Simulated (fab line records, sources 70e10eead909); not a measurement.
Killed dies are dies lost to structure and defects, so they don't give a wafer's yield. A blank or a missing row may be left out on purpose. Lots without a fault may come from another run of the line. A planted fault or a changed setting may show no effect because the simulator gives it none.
A struck lot beside a sound one | flow nand_harc | 40 steps out of a route of 1302
Sound: wafers L244.1, L244.3, L244.5. Struck: wafers L251.2, L251.4, L251.5. The cause comes at the end.
At each step with rows: each side's tool, then ch and its chambers, then its first start. Under that, the readings that differ: sound wafers | struck wafers | difference of the means | sigmas: that difference in standard deviations of wafers without a fault.
alike: readings whose means differ by less than 2 such deviations, and words and numbers that are the same on both sides. not compared: withheld readings, readings that some wafer has no value for, bounds like >300 that may hide the same value, and numbers for which the record gives no deviation and whose values overlap.
The two part at a step that has a row with sigmas, a row that says differs or no value, or rows on one side only. Numbers that don't overlap but have no deviation are shown without sigmas and don't part them. A reading that every wafer of one side lacks parts them only if that side has two wafers or more.

NHARC_P_CONTACT_INSPECT_14:
  sound on defect_inspect-02, day 7 09:50; struck on defect_inspect-02, day 10 02:37
  reading          | sound  | struck | difference | sigmas
  raw_defect_count | 9 4 11 | 2 1 4  | -6         | -2
then, 6 steps without rows for these wafers: NHARC_P_CONTACT_DESCUM_17 (chemistry O2, time 3 s); NHARC_P_CONTACT_ETCH_35 (etches the open film in CF4, target depth 39 nm, time 65 s); NHARC_P_CONTACT_ETCH_36 (etches the open film in N2/H2, target depth 260 nm, time 406.25 s); NHARC_P_CONTACT_ETCH_18 (etches the open film in C4F8/O2/Ar, target depth 481 nm, time 240.5 s); NHARC_P_CONTACT_STRIP_37 (strips in C4F8/O2/Ar); NHARC_P_CONTACT_ETCH_31 (etches the open film in CH3F/O2, target depth 30 nm, time 85.7 s).
NHARC_P_CONTACT_CD_MEAS_19:
  sound on cd_sem-02, day 7 10:48; struck on cd_sem-02, day 10 03:34
  alike: cd_nm
then, 2 steps without rows for these wafers: NHARC_P_CONTACT_STRIP_28 (strips in O2); NHARC_P_CONTACT_STRIP_29 (strips in post etch residue remover, time 1200 s).
NHARC_P_CONTACT_DEGAS_38: time 60 s.
  sound on pvd_sputter-01, day 7 11:31; struck on pvd_sputter-01, day 10 04:16
  alike: heater_power_w
then, 1 step without rows for these wafers: NHARC_P_CONTACT_PRE_CLEAN_39 (time 19.5 s).
NHARC_P_CONTACT_PVD_32: deposits Ti, target thk 5 nm, time 17.7 s.
  sound on pvd_sputter-01, day 7 11:39; struck on pvd_sputter-01, day 10 04:24
  alike: throttle_valve_pct
then, 2 steps without rows for these wafers: NHARC_P_CONTACT_ALD_22 (deposits TiN, target thk 3 nm, pulse time 1 s, ald cycles 150); NHARC_P_CONTACT_CVD_23 (deposits W, target thk 200 nm, time 557 s).
NHARC_P_CONTACT_CMP_24: polishes, t overpolish 30 s, target thk 200 nm.
  sound on cmp-04 ch 1,2, day 7 12:37; struck on cmp-04 ch 1,2, day 10 05:55
  alike: motor_current_A, overpolish_run_s, slurry_flow_ml_min, time_to_endpoint_s
then, 11 steps without rows for these wafers: NHARC_P_CONTACT_SRD_26; NHARC_P_M0_DEP_00 (deposits SiOC, target thk 150 nm); NHARC_P_M0_DEHYDRATE_01 (time 120 s); NHARC_P_M0_HMDS_02 (time 30 s); NHARC_P_M0_COAT_33 (time 65 s); NHARC_P_M0_COAT_03 (resist thk 90 nm); NHARC_P_M0_SOFTBAKE_04 (time 55 s); NHARC_P_M0_EBR_05; NHARC_P_M0_EXPOSE_06 (exposes mask P M0, target cd 90 nm); NHARC_P_M0_PEB_07 (peb time 65 s); NHARC_P_M0_DEVELOP_08 (develop time 35 s).
NHARC_P_M0_CD_MEAS_09: target cd 90 nm.
  sound on cd_sem-02 ch 0, day 7 13:55; struck on cd_sem-01 ch 0, day 10 07:13
  alike: cd_nm
NHARC_P_M0_OVL_MEAS_10: pitch 180 nm.
  sound on overlay-01, day 7 14:00; struck on overlay-02, day 10 07:18
  alike: overlay_x_nm, overlay_y_nm
NHARC_P_M0_DESCUM_14: chemistry O2, time 3 s.
  sound on rie_diel-04 ch 2,3, day 7 14:06; struck on rie_diel-04 ch 0,3, day 10 07:24
  alike: drypump_motor_current_A, oes_product_au, rf_vpp_V, showerhead_plenum_p_Torr, throttle_valve_pct
  not compared: rf_hours_counter_h
then, 1 step without rows for these wafers: NHARC_P_M0_ETCH_34 (etches the open film in N2/H2, target depth 40 nm, overetch 12 nm, time 43.94 s).
NHARC_P_M0_ETCH_15: etches the open film in C4F8/Ar, target depth 150 nm, overetch 15 nm, time 82.5 s.
  sound on rie_diel-04 ch 0,2,3; struck on rie_diel-04 ch 0,2,3
  alike: oes_product_au, rf_fwd_power_W, rf_vpp_V
  not compared: rf_hours_counter_h
NHARC_P_M0_CD_MEAS_16:
  sound on cd_sem-02, day 7 14:31; struck on cd_sem-01, day 10 07:41
  alike: cd_nm
then, 5 steps without rows for these wafers: NHARC_P_M0_STRIP_18 (strips in N2/H2); NHARC_P_M0_STRIP_19 (strips in post etch residue remover, time 600 s); NHARC_P_M0_DEGAS_28 (time 60 s); NHARC_P_M0_PRE_CLEAN_29 (time 30 s); NHARC_P_M0_PVD_20 (deposits TaN, target thk 5 nm, time 8.06 s).
NHARC_P_M0_PVD_21: deposits Cu, target thk 30 nm, time 20.49 s.
  sound on pvd_sputter-02; struck on pvd_sputter-01
  alike: throttle_valve_pct
-- the record jumps here: 19 days lie between the struck wafers' starts before and after (it left off in module P_M0 and takes up again in module END, whose first step shown is number 1302 of the route) --
NHARC_END_SORT_01:
  the record has rows for the struck wafers here (prober-02 ch 0, day 28 22:22) and none for the sound ones

WHERE THEY PART
First at NHARC_P_CONTACT_INSPECT_14; last, within this record, at NHARC_END_SORT_01.

WHY: what the simulator had put in
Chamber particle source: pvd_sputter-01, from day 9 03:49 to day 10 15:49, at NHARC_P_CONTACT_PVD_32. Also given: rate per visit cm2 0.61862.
